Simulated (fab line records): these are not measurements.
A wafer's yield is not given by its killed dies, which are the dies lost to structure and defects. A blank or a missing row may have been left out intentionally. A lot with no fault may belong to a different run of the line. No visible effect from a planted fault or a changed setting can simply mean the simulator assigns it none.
Chamber matching ; flow n5Finfet ; N5_BEOL_M3_ETCH_63 on rieDiel-06 has 4 sister chambers
The step etches SiARC in CF4, target depth 15.6 nm, time 26 s. 4 wafers are shown with their chamber, then 7 later ones without.

== WAFERS, EACH WITH ITS CHAMBER ==
wafer;chamber;showerheadPlenumPTorr (Torr)
L084.2;0;2.19
L087.5;1;2.11
L091.2;3;1.99
L091.3;2;2.24

== WAFERS WHOSE CHAMBER IS MISSING ==
wafer;showerheadPlenumPTorr (Torr)
L091.5;1.99
L094.2;1.98
L094.4;2.24
L094.6;2.18
L097.2;2.11
L097.3;2.18
L097.4;2.11

== WHICH CHAMBER EACH ONE RAN IN ==
wafer;from the rows above;in truth
L091.5;3;3
L094.2;3;3
L094.4;2;2
L094.6;0;0
L097.2;1;1
L097.3;0;0
L097.4;1;1
7 of 7 placed correctly. Left unplaced by these rows: 0. Placed wrongly: 0.
How it was worked out, from the rows above alone: a wafer's distance from a chamber is the root of the sum, over the readings, of the square of ((its reading less the chamber's mean) divided by the reading's scatter). If the next closest chamber is less than 2 further off than the closest, the wafer can't be placed; otherwise it belongs to the closest. Each chamber's mean is taken over the wafers shown for it. The scatter: root of mean squared gap, hidden wafer to nearest shown wafer, with one shown wafer a chamber.
